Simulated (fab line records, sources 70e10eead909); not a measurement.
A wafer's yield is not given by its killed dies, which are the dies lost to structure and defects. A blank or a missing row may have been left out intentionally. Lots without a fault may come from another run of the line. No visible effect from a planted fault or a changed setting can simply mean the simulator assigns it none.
Code-filled problem report in 8D (eight disciplines) form || flow nand-harc || the parts of the form that need people (team, actions taken, sign-off) are left out

1. THE ISSUE
At NHARC_P_M2_SOFTBAKE_04, heater-power-total-W averages 202.66 W over 6 wafers from 2 lots, while fault-free wafers read 188.45 W, standard deviation 0.14. So: +99 or more standard deviations from the usual mean.
The step: time 55 s.
Seen first at day 10 03:00 on litho-track-01, wafer L308.3. At this step, 33 wafers from 11 lots have a number in the record. Rule for "out" (also "out of limits"): further than 4 standard deviations from the usual mean. The rest of the wafers with a number are treated as sound.

2. WHAT IT IS, AND WHAT IT ISN'T
{"question": "which readings at this step", "is": "heater-power-total-W, plate-temp-C", "is not": "-"}
{"question": "which lots", "is": "L308, L311", "is not": "L296, L297, L298, L299, L300, L301, L312, L313, L314"}
{"question": "which wafers of those lots", "is": "all that have a number", "is not": "-"}
{"question": "read on which tools", "is": "litho-track-01", "is not": "litho-track-04, litho-track-06"}
{"question": "when", "is": "from day 10 03:00", "is not": "up to then (18 sound wafers); but 9 sound wafers of L312, L313, L314 came after"}

3. WHAT RULES OUT EACH SUSPECT
Counting: a tool stays on the suspect list if, at a process step up to the reading, it processed all lots that are out and no sound lot following the first of them.
- pvd-sputter-01 at NHARC_P_M1_PRE_CLEAN_30 (time 30 s): ruled out as a lasting fault. The sound lots L314 went through it after L308, its earliest lot that is out (day 10 02:54). Because NHARC_P_M1_PRE_CLEAN_30 lacks a start for some lots, the hours and order of its lots are taken from NHARC_P_M1_PRE_CLEAN_32.
- litho-track-01 at NHARC_P_M2_SOFTBAKE_04 (time 55 s): kept. It ran every lot that is out, first L308 (day 10 03:00), and no sound lot after that. Its own readings are out on those wafers: heater-power-total-W, plate-temp-C.
After counting, what remains is litho-track-01 at NHARC_P_M2_SOFTBAKE_04.

4. THE CAUSE (what the simulator had put in)
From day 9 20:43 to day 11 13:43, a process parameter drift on litho-track-01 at NHARC_P_M2_SOFTBAKE_04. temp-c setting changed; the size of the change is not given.
Only this tool survived the counting.

5. THE EFFECT CHAIN, in route order
Rows list readings where the struck wafers' mean (over those with a number) sits beyond 3 standard deviations from the usual. Scope: only readings with a usual standard deviation given in the record; hours: median across lots of the time from each lot's start at the first step in this table that gives one to its start at this step; sigmas: change in usual standard deviations.
{"hours": 0, "step": "NHARC_P_M2_SOFTBAKE_04", "reading": "heater-power-total-W", "usual": "188.45 W", "on struck wafers": 202.66, "change": "+14.21", "sigmas": "+99 or more"}
{"hours": 0, "step": "NHARC_P_M2_SOFTBAKE_04", "reading": "plate-temp-C", "usual": "104.96 C", "on struck wafers": 110.78, "change": "+5.82", "sigmas": "+45"}
Process steps it contains:
- NHARC_P_M2_SOFTBAKE_04: time 55 s.
Later steps that measure or inspect, where all struck wafers having a row at the step show a number for every such reading and not one has moved that far: NHARC_END_SORT_01.

6. HOW IT WOULD HAVE BEEN CAUGHT EARLIER
First out-of-limits reading in this record: day 10 03:00, which is 6 hours after fault onset at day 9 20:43.
